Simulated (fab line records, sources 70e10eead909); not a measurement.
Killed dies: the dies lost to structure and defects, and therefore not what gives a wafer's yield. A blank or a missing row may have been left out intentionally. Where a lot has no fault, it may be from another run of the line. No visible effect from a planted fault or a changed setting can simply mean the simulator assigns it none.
Which tool was responsible? || flow nand_harc || 18 wafers from 6 lots sampled at 4 of the route's 1302 steps

## WHAT THE GAUGES READ, wafer by wafer
NHARC_THIN_TSV_CD_MEAS_33: the cd target is 5000 nm.
{"lot": "L984", "measured": "day 24 23:11", "on": "cd_sem-03", "cd_nm (nm)": "4999.8 4998.6 4997.3"}
{"lot": "L986", "measured": "day 25 00:58", "on": "cd_sem-01", "cd_nm (nm)": "4998.7 4997.7 4996.6"}
{"lot": "L989", "measured": "day 27 06:14", "on": "cd_sem-03", "cd_nm (nm)": "4995.0 4997.6 4996.5"}
{"lot": "L999", "measured": "day 30 09:43", "on": "cd_sem-03", "cd_nm (nm)": "4998.7 5002.0 5003.2"}
{"lot": "L103", "measured": "day 32 09:38", "on": "cd_sem-01", "cd_nm (nm)": "5001.0 5003.8 5002.3"}
{"lot": "L105", "measured": "day 32 19:32", "on": "cd_sem-01", "cd_nm (nm)": "5000.3 5000.0 4999.6"}

## TOOL THAT RAN EACH LOT (tool first, then ch and the chambers of the sampled wafers, then the start)
{"lot": "L984", "NHARC_A_WL_FILL_CVD_03": "cvd_w-02 ch 0,1, day 21 04:01", "NHARC_THIN_TSV_DESCUM_14": "rie_diel-03 ch 0,1,3, day 24 17:04", "NHARC_THIN_TSV_ANNEAL_52": "rtp_anneal-02 ch 0, day 24 21:22"}
{"lot": "L986", "NHARC_A_WL_FILL_CVD_03": "cvd_w-02 ch 0,1, day 21 08:07", "NHARC_THIN_TSV_DESCUM_14": "rie_diel-11 ch 2,3, day 24 19:20", "NHARC_THIN_TSV_ANNEAL_52": "rtp_anneal-01 ch 0, day 24 23:12"}
{"lot": "L989", "NHARC_A_WL_FILL_CVD_03": "cvd_w-01 ch 0,1, day 23 07:24", "NHARC_THIN_TSV_DESCUM_14": "rie_diel-03 ch 0,1,2, day 27 00:32", "NHARC_THIN_TSV_ANNEAL_52": "rtp_anneal-02 ch 0, day 27 04:18"}
{"lot": "L999", "NHARC_A_WL_FILL_CVD_03": "cvd_w-02 ch 0,1, day 26 21:07", "NHARC_THIN_TSV_DESCUM_14": "rie_diel-11 ch 0,2, day 30 03:59", "NHARC_THIN_TSV_ANNEAL_52": "rtp_anneal-01 ch 0, day 30 07:49"}
{"lot": "L103", "NHARC_A_WL_FILL_CVD_03": "cvd_w-01 ch 0,1, day 28 15:08", "NHARC_THIN_TSV_DESCUM_14": "rie_diel-11 ch 0,1,3, day 32 03:50", "NHARC_THIN_TSV_ANNEAL_52": "rtp_anneal-01 ch 0, day 32 07:41"}
{"lot": "L105", "NHARC_A_WL_FILL_CVD_03": "cvd_w-02 ch 1, day 29 04:56", "NHARC_THIN_TSV_DESCUM_14": "rie_diel-13 ch 1,3, day 32 13:54", "NHARC_THIN_TSV_ANNEAL_52": "rtp_anneal-01 ch 0, day 32 17:42"}
- NHARC_A_WL_FILL_CVD_03: deposits W, target thk 40 nm, time 279 s.
- NHARC_THIN_TSV_DESCUM_14: chemistry O2, time 3 s.
- NHARC_THIN_TSV_ANNEAL_52: time 90 s.

## THE ANSWER, worked out from the rows above alone
Rule: the lots themselves supply what counts as usual. Put in order of their means at a reading, lots are off if they are a third of the lots or fewer, leave a main group of 4 or more, and stand apart from it by a gap of 3 or more times the standard deviation of the main group's means; of several such gaps the widest counts. If all means in a main group match to the digits the tables above print for the reading, that group is not used. Also off: a lot with no number at a reading for which 4 or more lots have one. Any other lot the step has rows for is counted as sound.
Nothing can be told from this: no lot is off at any reading shown.

## WHAT THE SIMULATOR HAD INSERTED
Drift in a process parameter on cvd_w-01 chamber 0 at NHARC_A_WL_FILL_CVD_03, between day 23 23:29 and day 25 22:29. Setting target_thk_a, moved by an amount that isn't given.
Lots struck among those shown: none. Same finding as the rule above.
